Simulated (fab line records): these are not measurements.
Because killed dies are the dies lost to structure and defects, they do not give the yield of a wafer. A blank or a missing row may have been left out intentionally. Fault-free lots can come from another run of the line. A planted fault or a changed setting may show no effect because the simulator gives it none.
Matching of chambers    flow nandHarc    NHARC_A_SLIT_DEP_23 on pecvd-04: 3 sister chambers
The step deposits SiON, target thk 100 nm. 6 wafers are shown with their chamber, then 8 later ones without.

WAFERS PAIRED WITH THEIR CHAMBERS
wafer   chamber  showerheadVppV (V)  heaterPowerW (W)
L082.6  2        1112                737
L087.4  1        1046                788
L089.2  2        1113                789
L089.3  0        1059                822
L089.4  0        1029                671
L090.2  1        1057                749

WAFERS WHOSE CHAMBER IS MISSING
wafer   showerheadVppV (V)  heaterPowerW (W)
L090.3  1108                786
L090.6  1038                722
L096.1  1108                775
L096.2  1067                755
L096.6  1074                795
L097.1  1103                730
L097.3  1035                805
L097.5  1128                750

WHICH CHAMBER EACH ONE RAN IN
wafer   from the rows above           in truth
L090.3  2                             2
L090.6  can't be placed: 0 or 1       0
L096.1  2                             2
L096.2  can't be placed: 1 or 0       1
L096.6  can't be placed: 1 or 0 or 2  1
L097.1  2                             2
L097.3  can't be placed: 0 or 1       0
L097.5  2                             2
Correct placement for 4 of the 8. Not placeable from these rows: 4 (in 4, the candidates include the true chamber). Placed wrongly: 0.
How it was worked out, from the rows above alone: a wafer's distance from a chamber is the root of the sum, over the readings, of the square of ((its reading less the chamber's mean) divided by the reading's scatter). If the next closest chamber is less than 2 further off than the closest, the wafer can't be placed; otherwise it belongs to the closest. Each chamber's mean is taken over the wafers shown for it. The scatter: the root of (the sum of the squares of (reading less its chamber's mean) over the shown wafers, divided by (wafers less chambers)).
